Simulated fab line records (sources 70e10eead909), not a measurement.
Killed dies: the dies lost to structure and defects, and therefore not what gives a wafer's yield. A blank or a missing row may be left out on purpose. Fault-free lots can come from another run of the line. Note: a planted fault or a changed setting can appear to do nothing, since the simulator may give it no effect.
fab line records	flow nand_harc
[record] lots = 13	wafers = 39	last_day = 34
route steps=1302 shown A_WL_FILL@952 END@1302
lots that met no fault: taken from a fault-free run of the same line
start_h: the number of hours between the record's first day and the start of the first shown wafer of the lot	wait_h: hours elapsed since this lot's preceding step	" unchanged from the row above	L1.1+2: one row covering several wafers at once	- either no value or no given start	* or withheld: withheld	< > ~ a bound
route shown NAME@n: a module of which the file shows steps, and the number in the route of the first	usual: mean/standard deviation taken from wafers without a fault	same: alike in all rows	chamber/n: place in a boat	sites: per-site readings	_std_site: the standard deviation of these	_edge_site: the outer-site mean with the inner-site mean subtracted	radius_mm: how far each site lies from the wafer's centre	mask NAME#n: copy n	behind: the tool/chamber that last shaped the wafer	hold: cause of the lot's hold/its duration in hours/its outcome	device: whichever transistor did not switch (one of n, p or np)	end of line: at the end of the route, the tests of the same wafers	where a step has no rows: the recipe by itself	killed: count of dies lost to structure and defects at first sort (not the wafer's yield)	map: shows each die of a wafer: x if killed, . if not, _ if none is there
set.NAME: the setting the step ran with; set.NAME@STEP: the setting that earlier step ran with	model.NAME: the simulator's own value behind a step, which no gauge read
steps of the route over a sample of lots; a table a step, a row a wafer
services: when a tool's chamber went out of use (start_h, in hours from the record's first day, below 0 if earlier), for how many hours, and the reason
[[steps]]
[step NHARC_A_WL_FILL_ALD_00]
[recipe] target_thk_a = 30	pulse_time_s = 3	ald_cycles = 30	temp_c = 300	material = Al2O3
[usual] heater_power_w = 475/26	precursor_pulse_height_rel = 1.002/0.019
lot.wafer	tool	chamber	start_h	wait_h	heater_power_w	precursor_pulse_height_rel
L114.3	ald_hk-03	1	484.30	0.1	464	1.000
L114.5	"	2	"	"	502	1.010
L114.6	"	3	"	"	472	1.002
L116.1	ald_hk-03	1	491.80	0.1	450	1.037
L116.3	"	3	"	"	476	1.026
L116.2	"	0	"	"	450	1.025
L117.2	ald_hk-01	3	511.64	0.3	508	1.014
L117.4	"	0	"	"	506	1.010
L117.1	"	1	"	"	450	1.010
L118.2	ald_hk-01	0	516.77	0.2	506	1.006
L118.6	"	2	"	"	467	0.974
L118.5	"	3	"	"	504	1.001
L120.3	ald_hk-03	1	555.35	0.1	461	1.004
L120.1	"	3	"	"	466	0.977
L120.5	"	0	"	"	450	1.032
L121.1	ald_hk-03	1	563.20	0.1	472	1.001
L121.4	"	2	"	"	510	1.032
L121.5	"	0	"	"	452	0.972
L124.1	ald_hk-04	0	586.57	0.1	436	0.968
L124.4	"	1	"	"	442	1.011
L124.2	"	2	"	"	515	0.974
L130.3	ald_hk-01	3	634.84	0.1	517	1.030
L130.2	"	0	"	"	514	0.965
L130.1	"	2	"	"	456	0.984
L132.4	ald_hk-01	1	669.56	0.1	472	0.987
L132.2	"	2	"	"	469	0.996
L132.3	"	3	"	"	476	1.041
L133.2	ald_hk-03	1	673.40	0.1	445	0.997
L133.3	"	0	"	"	430	0.966
L133.5	"	2	"	"	482	1.033
L135.4	ald_hk-03	0	685.55	0.1	433	1.028
L135.2	"	3	"	"	459	0.988
L135.5	"	0	"	"	456	1.013
L134.3	ald_hk-01	0	688.47	0.1	486	1.028
L134.1	"	3	"	"	479	0.983
L134.6	"	1	"	"	459	1.019
L136.4	ald_hk-04	2	706.78	0.1	518	0.998
L136.3	"	3	"	"	453	1.021
L136.1	"	0	"	"	444	0.987
[step NHARC_A_WL_FILL_RTA_01]
[recipe] temp_c = 1000	time_s = 5
[usual] lamp_power_pct = 29/4.8	lamp_zone_7_pct = 29/4.9	wafer_temp_C_max = 1004.3/1.3
lot.wafer	tool	chamber	start_h	wait_h	lamp_power_pct	lamp_zone_7_pct	wafer_temp_C_max
L114.3	rtp_anneal-02	0	484.55	-	24	25	1003.3
L114.5	"	0	"	"	24	25	1002.9
L114.6	"	0	"	"	24	25	1003.2
L116.1	rtp_anneal-02	0	492.06	-	24	25	1003.9
L116.2	"	0	"	"	24	25	1003.7
L116.3	"	0	"	"	24	25	1004.3
L117.1	rtp_anneal-01	0	512.07	0.3	34	34	1006.1
L117.2	"	0	"	"	34	35	1005.1
L117.4	"	0	"	"	34	34	1005.2
L118.2	rtp_anneal-01	0	517.13	0.3	34	34	1003.8
L118.5	"	0	"	"	34	34	1004.1
L118.6	"	0	"	"	34	35	1006.9
L120.1	rtp_anneal-02	0	555.58	-	24	25	1002.9
L120.3	"	0	"	"	24	25	1003.1
L120.5	"	0	"	"	24	25	1002.5
L121.1	rtp_anneal-02	0	563.43	-	24	25	1003.2
L121.4	"	0	"	"	24	25	1002.3
L121.5	"	0	"	"	24	25	1004.2
L124.1	rtp_anneal-02	0	586.84	-	24	25	1004.4
L124.2	"	0	"	"	24	25	1001.5
L124.4	"	0	"	"	24	25	1002.1
L130.1	rtp_anneal-02	0	635.10	-	24	25	1002.5
L130.2	"	0	"	"	24	25	1003.4
L130.3	"	0	"	"	24	25	1003.4
L132.2	rtp_anneal-01	0	669.83	-	34	34	1005.4
L132.3	"	0	"	"	34	34	1006.2
L132.4	"	0	"	"	34	34	1006.9
L133.2	rtp_anneal-02	0	673.69	-	24	25	1003.0
L133.3	"	0	"	"	24	25	1003.8
L133.5	"	0	"	"	24	25	1004.8
L135.2	rtp_anneal-02	0	685.84	-	24	25	1004.0
L135.4	"	0	"	"	24	25	1003.2
L135.5	"	0	"	"	24	25	1003.5
L134.1	rtp_anneal-02	0	688.73	-	24	25	1003.2
L134.3	"	0	"	"	24	25	1003.1
L134.6	"	0	"	"	24	25	1002.7
L136.1	rtp_anneal-02	0	707.04	-	24	25	1003.9
L136.3	"	0	"	"	24	25	1003.7
L136.4	"	0	"	"	24	25	1004.0
[step NHARC_A_WL_FILL_ETCHBACK_26]
[recipe] target_depth_a = 520	time_s = 13.3	hbr_flow_sccm = 150	rf_w = 350	icp_w = 350	bias_w = 60	chemistry = HBr
[usual] bias_w = 60.01/0.17	drypump_motor_current_A = 5.7/0.64	oes_product_au = 1.000/0.0094	run_length_s = 34.4/0.43	throttle_valve_pct = 23.266/0.0086
lot.wafer	tool	chamber	start_h	wait_h	bias_w	drypump_motor_current_A	oes_product_au	rf_hours_counter_h	run_length_s	throttle_valve_pct
L114.3	rie_si-04	3	500.82	0.4	60.02	5.2	0.992	1.1	34.5	23.257
L114.6	"	2	"	"	60.08	5.3	1.013	-	34.0	23.280
L114.5	"	3	"	"	59.87	5.2	0.992	-	34.5	23.271
L116.3	rie_si-04	1	510.62	0.4	59.81	6.5	0.985	1.0	34.7	23.256
L116.2	"	3	"	"	59.91	5.2	0.988	1.1	34.6	23.273
L116.1	"	0	"	"	60.23	6.5	0.997	1.0	33.7	23.263
L117.2	rie_si-03	0	531.77	0.4	59.97	5.4	1.008	0.9	34.0	23.263
L117.4	"	1	"	"	59.79	6.3	1.006	0.9	34.8	23.254
L117.1	"	2	"	"	60.01	5.4	1.004	0.8	34.7	23.254
L118.2	rie_si-04	2	534.25	0.4	59.76	5.3	0.997	0.0	34.5	23.276
L118.6	"	2	"	"	59.93	5.3	0.991	-	34.0	23.251
L118.5	"	3	"	"	59.85	5.2	0.984	-	34.4	23.259
L120.1	rie_si-04	3	576.17	0.4	-	5.2	0.987	0.3	30.1	23.268
L120.3	"	0	"	"	-	6.5	0.984	0.2	29.0	23.267
L120.5	"	3	"	"	-	5.2	0.988	-	29.9	23.270
L121.1	rie_si-04	3	580.03	0.4	-	5.2	0.988	0.4	29.9	23.261
L121.4	"	2	"	"	-	5.3	0.990	0.3	29.2	23.269
L121.5	"	3	"	"	-	5.2	0.993	-	30.0	23.257
L124.2	rie_si-03	0	603.47	0.4	59.98	5.4	0.998	0.2	34.6	23.256
L124.1	"	1	"	"	59.83	6.3	1.003	0.1	34.4	23.268
L124.4	"	2	"	"	59.99	5.4	1.017	0.1	34.8	23.252
L130.3	rie_si-04	3	654.28	0.4	60.20	5.2	0.990	0.7	34.8	23.280
L130.1	"	0	"	"	60.13	6.5	1.004	0.6	33.8	23.270
L130.2	"	1	"	"	59.83	6.5	1.004	0.6	34.9	23.246
L133.3	rie_si-05	3	690.03	0.4	60.04	4.7	0.997	0.1	34.8	23.254
L133.2	"	0	"	"	59.92	6.1	1.002	0.1	35.2	23.263
L133.5	"	3	"	"	59.92	4.7	0.995	-	34.6	23.272
L132.3	rie_si-03	0	697.18	0.4	60.05	5.4	1.002	0.9	34.0	23.262
L132.4	"	1	"	"	59.65	6.3	1.012	0.9	34.2	23.270
L132.2	"	2	"	"	60.00	5.4	1.015	0.9	34.7	23.254
L135.4	rie_si-05	3	702.70	0.4	60.04	4.8	0.991	0.2	34.7	23.269
L135.2	"	1	"	"	59.98	6.0	1.013	0.2	33.8	23.253
L135.5	"	2	"	"	60.17	6.3	1.002	-	34.9	23.286
L134.1	rie_si-03	2	702.70	0.4	60.24	5.4	1.005	0.9	34.7	23.259
L134.3	"	0	"	"	60.15	5.4	1.008	0.9	34.1	23.257
L134.6	"	1	"	"	60.21	6.3	0.993	-	34.5	23.271
L136.1	rie_si-05	2	727.13	0.4	60.05	6.3	0.997	0.4	34.5	23.273
L136.3	"	3	"	"	60.15	4.7	1.001	0.4	34.3	23.267
L136.4	"	0	"	"	60.22	6.1	0.999	0.4	35.7	23.255
[step NHARC_A_WL_FILL_INSPECT_15]
[usual] raw_defect_count = 512/130
lot.wafer	tool	chamber	start_h	wait_h	raw_defect_count
L114.3	defect_inspect-02	-	501.92	0.0	330
L114.5	"	-	"	"	380
L114.6	"	-	"	"	290
L116.1	defect_inspect-02	-	511.74	0.0	421
L116.2	"	-	"	"	498
L116.3	"	-	"	"	585
L117.1	defect_inspect-02	-	532.88	0.0	535
L117.2	"	-	"	"	431
L117.4	"	-	"	"	575
L118.2	defect_inspect-01	-	535.37	0.0	778
L118.5	"	-	"	"	461
L118.6	"	-	"	"	421
L120.1	defect_inspect-02	-	577.29	0.0	598
L120.3	"	-	"	"	311
L120.5	"	-	"	"	488
L121.1	defect_inspect-02	-	581.14	0.0	292
L121.4	"	-	"	"	436
L121.5	"	-	"	"	477
L124.1	defect_inspect-02	-	604.56	0.0	615
L124.2	"	-	"	"	488
L124.4	"	-	"	"	354
L130.1	defect_inspect-02	-	655.38	0.0	495
L130.2	"	-	"	"	651
L130.3	"	-	"	"	499
L133.2	defect_inspect-02	-	691.16	0.0	366
L133.3	"	-	"	"	387
L133.5	"	-	"	"	528
L132.2	defect_inspect-01	-	698.28	0.0	504
L132.3	"	-	"	"	395
L132.4	"	-	"	"	387
L135.2	defect_inspect-01	-	703.79	0.0	474
L135.4	"	-	"	"	353
L135.5	"	-	"	"	389
L134.1	defect_inspect-02	-	703.79	0.0	636
L134.3	"	-	"	"	423
L134.6	"	-	"	"	500
L136.1	defect_inspect-01	-	728.39	0.0	549
L136.3	"	-	"	"	693
L136.4	"	-	"	"	737
[step NHARC_END_SORT_01]
[recipe] temp_c = 25
[usual] killed_at_array = 64/18	killed_at_other = 0.8/1.1	killed_at_periphery = 3.8/2.7	killed_dies = 68/18	killed_open = 3.3/1.9	killed_short = 2.3/1.8
[same] gross_dies = 677
lot.wafer	tool	chamber	start_h	wait_h	killed_at_array	killed_at_other	killed_at_periphery	killed_dies	killed_open	killed_short
L124.1	prober-02	0	686.18	2.5	48	1	3	52	4	6
L124.2	prober-02	0	686.98	2.8	58	1	6	65	5	2
L124.4	prober-02	0	688.58	3.4	48	0	3	51	3	3
// killed by level:class
L124.1 A_CHANNEL_HOLE_D1:chamber_film_flake=26 A_WL_FILL:chamber_film_flake=6 A_CHANNEL_FILL_D1:chamber_film_flake=4 A_SLIT:chamber_film_flake=3 A_DECK1_JOINT:geometric_particle:short=2 A_CONTACT:chamber_film_flake=2 P_CONTACT:geometric_particle:short=1 P_M0:geometric_particle:short=1
L124.2 A_CHANNEL_HOLE_D1:chamber_film_flake=35 A_SLIT:chamber_film_flake=5 P_STI:chamber_film_flake=5 A_CHANNEL_FILL_D1:chamber_film_flake=5 A_CONTACT:chamber_film_flake=3 A_CHANNEL_FILL_D1:geometric_particle:open=2 A_CHANNEL_FILL_D1:geometric_particle:short=2 A_CHANNEL_FILL_D2:geometric_particle:open=2
L124.4 A_CHANNEL_HOLE_D1:chamber_film_flake=35 A_WL_FILL:chamber_film_flake=3 P_STI:chamber_film_flake=2 P_CONTACT:geometric_particle:open=1 A_CHANNEL_FILL_D1:geometric_particle:short=1 A_CHANNEL_FILL_D1:geometric_particle:open=1 A_ONON_D2:geometric_particle:short=1 A_CHANNEL_HOLE_D2:geometric_particle:short=1
[[services]]
tool	chamber	start_h	hours	kind
ald_hk-01	-	477.21	10.0	pm
rie_si-05	-	482.00	9.0	pm
rie_si-04	-	519.00	9.0	pm
rie_si-04	0	519.00	9.0	vent_cycle
rie_si-04	1	519.00	9.0	vent_cycle
rie_si-04	2	519.00	9.0	vent_cycle
rie_si-04	3	519.00	9.0	vent_cycle
rie_si-04	0	528.00	-	clean
rie_si-04	1	528.00	-	clean
rie_si-04	2	528.00	-	clean
rie_si-04	3	528.00	-	clean
ald_hk-03	-	534.31	0.8	repair
ald_hk-03	-	569.39	10.0	pm
rie_si-03	-	575.00	9.0	pm
rie_si-05	-	599.47	0.6	repair
rie_si-05	3	609.67	4.5	repair
ald_hk-04	-	612.32	10.0	pm
ald_hk-01	-	623.09	1.2	repair
rie_si-04	-	627.10	0.4	repair
rie_si-04	-	650.75	1.5	repair
ald_hk-01	-	655.21	10.0	pm
rie_si-04	-	655.31	0.5	repair
rie_si-05	-	659.00	9.0	pm
rie_si-04	-	696.00	9.0	pm
[[key]]
[first_sign] step = NHARC_A_WL_FILL_ETCHBACK_26	reading = run_length_s	direction = down	sigmas = 11	usual = *	struck = *
effect none on later readings
met_at NHARC_A_WL_FILL_ETCHBACK_26
struck_lots L120,L121
tester_left_out L120,L121
not_acting_at NHARC_A_WL_FILL_ALD_00,NHARC_A_WL_FILL_RTA_01,NHARC_A_WL_FILL_INSPECT_15
onset_between 534.25 576.17
[fault] kind = process_parameter_drift	tool = rie_si-04	chamber = -	onset_h = 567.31	steps = NHARC_A_WL_FILL_ETCHBACK_26	channel = time_s	offset = *	shape = step	end_h = 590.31	acts_in = *	stated = *
// tester_left_out: of these lots the tester's yield and bins aren't shown, on N5 and GAA mostly nor the transistor test; their killed dies are dies lost to structure and defects alone, not to doping, threshold or leakage, so they don't give the yield
